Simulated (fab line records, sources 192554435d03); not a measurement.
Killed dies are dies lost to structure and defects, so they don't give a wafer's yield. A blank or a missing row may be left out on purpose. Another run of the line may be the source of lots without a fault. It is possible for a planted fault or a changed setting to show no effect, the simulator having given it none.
Chamber matching || flow n5_finfet || N5_BEOL_M10_ALD_74 on ald_metal-04: 4 sister chambers
The step deposits TaN, target thk 2 nm, pulse time 2 s, purge time 3 s. 14 wafers are shown with their chamber, then 7 later ones without.

== WAFERS WITH THEIR CHAMBER ==
{"wafer": "L074.1", "chamber": 2, "heater_power_w (W)": 412, "susceptor_temp_C (C)": 275.07}
{"wafer": "L074.2", "chamber": 1, "heater_power_w (W)": 479, "susceptor_temp_C (C)": 275.41}
{"wafer": "L074.6", "chamber": 1, "heater_power_w (W)": 484, "susceptor_temp_C (C)": 275.25}
{"wafer": "L080.3", "chamber": 1, "heater_power_w (W)": 482, "susceptor_temp_C (C)": 274.93}
{"wafer": "L080.5", "chamber": 2, "heater_power_w (W)": 405, "susceptor_temp_C (C)": 275.08}
{"wafer": "L080.6", "chamber": 1, "heater_power_w (W)": 492, "susceptor_temp_C (C)": 274.84}
{"wafer": "L086.1", "chamber": 3, "heater_power_w (W)": 397, "susceptor_temp_C (C)": 274.86}
{"wafer": "L086.2", "chamber": 0, "heater_power_w (W)": 437, "susceptor_temp_C (C)": 274.69}
{"wafer": "L086.3", "chamber": 1, "heater_power_w (W)": 487, "susceptor_temp_C (C)": 275.10}
{"wafer": "L091.2", "chamber": 1, "heater_power_w (W)": 482, "susceptor_temp_C (C)": 275.06}
{"wafer": "L091.4", "chamber": 2, "heater_power_w (W)": 417, "susceptor_temp_C (C)": 275.19}
{"wafer": "L091.5", "chamber": 1, "heater_power_w (W)": 486, "susceptor_temp_C (C)": 275.02}
{"wafer": "L093.1", "chamber": 2, "heater_power_w (W)": 414, "susceptor_temp_C (C)": 274.85}
{"wafer": "L093.3", "chamber": 3, "heater_power_w (W)": 396, "susceptor_temp_C (C)": 275.07}

SIGNATURES, as means of the wafers listed above
{"reading": "heater_power_w", "chamber 0": 437.00, "chamber 1": 484.57, "chamber 2": 412.00, "chamber 3": 396.50, "scatter within a chamber": 4.32}
{"reading": "susceptor_temp_C", "chamber 0": 274.6900, "chamber 1": 275.0871, "chamber 2": 275.0475, "chamber 3": 274.9650, "scatter within a chamber": 0.175}
Rule: for a wafer and a chamber, the distance is found by dividing, reading by reading, the gap between the wafer's reading and the chamber's mean by the reading's scatter, squaring, summing and taking the root. The wafer belongs to the nearest chamber; if the next one is less than 2 further off, it can't be placed. The scatter: the root of (the sum of the squares of (reading less its chamber's mean) over the shown wafers, divided by (wafers less chambers)).

== WAFERS MISSING THEIR CHAMBER ==
{"wafer": "L093.6", "heater_power_w (W)": 439, "susceptor_temp_C (C)": 275.05}
{"wafer": "L095.3", "heater_power_w (W)": 489, "susceptor_temp_C (C)": 274.98}
{"wafer": "L095.4", "heater_power_w (W)": 416, "susceptor_temp_C (C)": 274.99}
{"wafer": "L095.5", "heater_power_w (W)": 489, "susceptor_temp_C (C)": 275.06}
{"wafer": "L097.1", "heater_power_w (W)": 401, "susceptor_temp_C (C)": 275.02}
{"wafer": "L097.2", "heater_power_w (W)": 396, "susceptor_temp_C (C)": 275.04}
{"wafer": "L097.3", "heater_power_w (W)": 484, "susceptor_temp_C (C)": 275.28}

== CHAMBER TAKEN BY EACH ==
{"wafer": "L093.6", "from the rows above": 0, "in truth": 0}
{"wafer": "L095.3", "from the rows above": 1, "in truth": 1}
{"wafer": "L095.4", "from the rows above": 2, "in truth": 2}
{"wafer": "L095.5", "from the rows above": 1, "in truth": 1}
{"wafer": "L097.1", "from the rows above": "can't be placed: 3 or 2", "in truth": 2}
{"wafer": "L097.2", "from the rows above": 3, "in truth": 3}
{"wafer": "L097.3", "from the rows above": 1, "in truth": 1}
6 of 7 placed correctly. Not placeable from these rows: 1 (in 1, the candidates include the true chamber). Placed wrongly: 0.
